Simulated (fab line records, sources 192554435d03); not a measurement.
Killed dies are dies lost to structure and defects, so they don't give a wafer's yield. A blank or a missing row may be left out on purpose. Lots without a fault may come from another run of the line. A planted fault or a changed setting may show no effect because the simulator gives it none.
Problem report in the 8D (eight disciplines) form, filled by code | flow n5_finfet | the parts of the form that need people (team, actions taken, sign-off) are left out

1. THE PROBLEM
sort_bin_4_leakage at N5_PASSIVATION_PROBE_49 reads a mean of 68.44 % on 6 wafers of 2 lots; wafers without a fault read 0.00 % with a standard deviation of 0.01. That is +99 or more standard deviations from the usual mean.
First seen on wafer L374.1, day 15 13:49, on prober-02. The record holds 30 wafers of 11 lots with a number at this step. Rule for "out", or "out of limits": more than 4 standard deviations from the usual mean. The other wafers with a number count as sound.

2. WHAT IT IS AND WHAT IT IS NOT
question                    | is                                                                                                                    | is not
which readings at this step | sort_bin_4_leakage, defect_limited_yield, killed_at_M0_to_M3, killed_dies, killed_on_rim, sort_n_pass, sort_yield_pct | killed_at_M4_up, killed_at_contacts, killed_at_front_end, killed_at_other, killed_open, sort_bin_5_function, sort_bin_6_memory, sort_bin_8_speed
which lots                  | L374, L377                                                                                                            | L360, L361, L362, L363, L367, L369, L370, L372, L375
which wafers of those lots  | all that have a number                                                                                                | -
read on which tools         | prober-01, prober-02                                                                                                  | -
when                        | from day 15 13:49                                                                                                     | up to then (24 sound wafers)

3. SUSPECTS, AND WHAT RULES EACH OUT
Counting: a tool at a process step up to the reading stays a suspect if it ran every lot that is out and no sound lot after the first of them.
- rie_diel-04 at N5_BEOL_M2_ETCHBACK_99 (etches SiO2 in CHF3, target depth 5 nm, time 10.4 s): kept. It ran every lot that is out, first L374 (day 10 17:52), and no sound lot after that; its last sound lot up to then is L370 (day 9 04:04).
- ald_metal-03 at N5_BEOL_M2_ALD_84 (deposits TaN, pulse time 2 s, purge time 3 s, co reactant purge time 2 s): kept. It ran every lot that is out, first L374 (day 10 19:43), and no sound lot after that; its last sound lot up to then is L372 (day 9 16:59).
Left after counting: rie_diel-04 at N5_BEOL_M2_ETCHBACK_99, ald_metal-03 at N5_BEOL_M2_ALD_84.

4. THE CAUSE (what the simulator had put in)
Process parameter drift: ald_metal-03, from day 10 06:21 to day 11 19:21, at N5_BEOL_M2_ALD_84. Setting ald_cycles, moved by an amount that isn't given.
Counting left 2 suspects, and this tool is among them.

5. THE CHAIN OF EFFECTS, in route order
Each row: a reading whose mean over the struck wafers that have a number lies more than 3 standard deviations from the usual. Only readings for which the record gives a usual standard deviation are gone through. hours: the time from each lot's start at the first step in this table that gives one to its start at this step, as a median over the lots. sigmas: the change in usual standard deviations.
hours | step                    | reading              | usual  | on struck wafers | change | sigmas
0     | N5_PASSIVATION_PROBE_49 | defect_limited_yield | 91.5 % | 22.1             | -69.4  | -46
0     | N5_PASSIVATION_PROBE_49 | killed_at_M0_to_M3   | 32     | 842              | +810   | +86
0     | N5_PASSIVATION_PROBE_49 | killed_dies          | 100    | 920              | +820   | +48
0     | N5_PASSIVATION_PROBE_49 | killed_on_rim        | 13     | 119              | +106   | +24
0     | N5_PASSIVATION_PROBE_49 | sort_bin_4_leakage   | 0.00 % | 68.44            | +68.44 | +99 or more
0     | N5_PASSIVATION_PROBE_49 | sort_n_pass          | 1080   | 260              | -820   | -48
0     | N5_PASSIVATION_PROBE_49 | sort_yield_pct       | 91.5 % | 22.1             | -69.4  | -46
The process steps in it:
- N5_PASSIVATION_PROBE_49

6. WHAT WOULD HAVE CAUGHT IT SOONER
In this record the first reading out of limits was taken at day 15 13:49, 127 hours after the fault began at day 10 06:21.
Of the tool readings at N5_BEOL_M2_ALD_84 for which the record gives a usual standard deviation, none was out on any struck wafer, so an alarm limit of 4 standard deviations on them would not have fired.
All the lots that are out (2) had begun N5_BEOL_M2_ALD_84 on ald_metal-03 by day 15 13:49. A hold on the tool at that time would have spared none of them.
